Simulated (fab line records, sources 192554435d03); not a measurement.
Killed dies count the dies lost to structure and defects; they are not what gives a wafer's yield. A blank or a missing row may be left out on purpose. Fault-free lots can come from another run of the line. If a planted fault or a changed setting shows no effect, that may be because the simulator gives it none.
Matching of chambers :: flow n5 finfet :: pecvd-03 running N5_BEOL_M2_ILD_DEP_00: 3 sister chambers
The step deposits SiOC from DEMS/O2, target thk 79 nm, time 15.3 s. 3 wafers are shown with their chamber, then 8 later ones without.

## WAFERS WITH THEIR CHAMBER
wafer: L082.4
chamber: 0
susceptor temp C (C): 350.33

wafer: L090.4
chamber: 2
susceptor temp C (C): 350.26

wafer: L091.1
chamber: 1
susceptor temp C (C): 349.95

## WAFERS MISSING THEIR CHAMBER
wafer: L091.4
susceptor temp C (C): 349.99

wafer: L091.6
susceptor temp C (C): 349.95

wafer: L096.1
susceptor temp C (C): 350.65

wafer: L096.2
susceptor temp C (C): 349.75

wafer: L096.3
susceptor temp C (C): 349.98

wafer: L094.1
susceptor temp C (C): 350.18

wafer: L094.4
susceptor temp C (C): 349.89

wafer: L094.5
susceptor temp C (C): 349.71

## CHAMBER TAKEN BY EACH
wafer: L091.4
from the rows above: can't be placed: 1 or 2 or 0
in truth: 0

wafer: L091.6
from the rows above: can't be placed: 1 or 2
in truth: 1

wafer: L096.1
from the rows above: can't be placed: 0 or 2
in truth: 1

wafer: L096.2
from the rows above: can't be placed: 1 or 2
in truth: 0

wafer: L096.3
from the rows above: can't be placed: 1 or 2 or 0
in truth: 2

wafer: L094.1
from the rows above: can't be placed: 2 or 0 or 1
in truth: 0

wafer: L094.4
from the rows above: can't be placed: 1 or 2
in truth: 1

wafer: L094.5
from the rows above: can't be placed: 1 or 2
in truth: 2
0 of 8 placed correctly. From these rows, 8 cannot be placed; in 6 the true chamber is one of the candidates. 0 placed wrongly.
How it was worked out, from the rows above alone: a wafer's distance from a chamber is the root of the sum, over the readings, of the square of ((its reading less the chamber's mean) divided by the reading's scatter). The wafer belongs to the nearest chamber; if the next one is less than 2 further off, it can't be placed. Each chamber's mean is taken over the wafers shown for it. The scatter: with one shown wafer a chamber, the root of the mean of the squares of how far each hidden wafer lies from its nearest shown one.
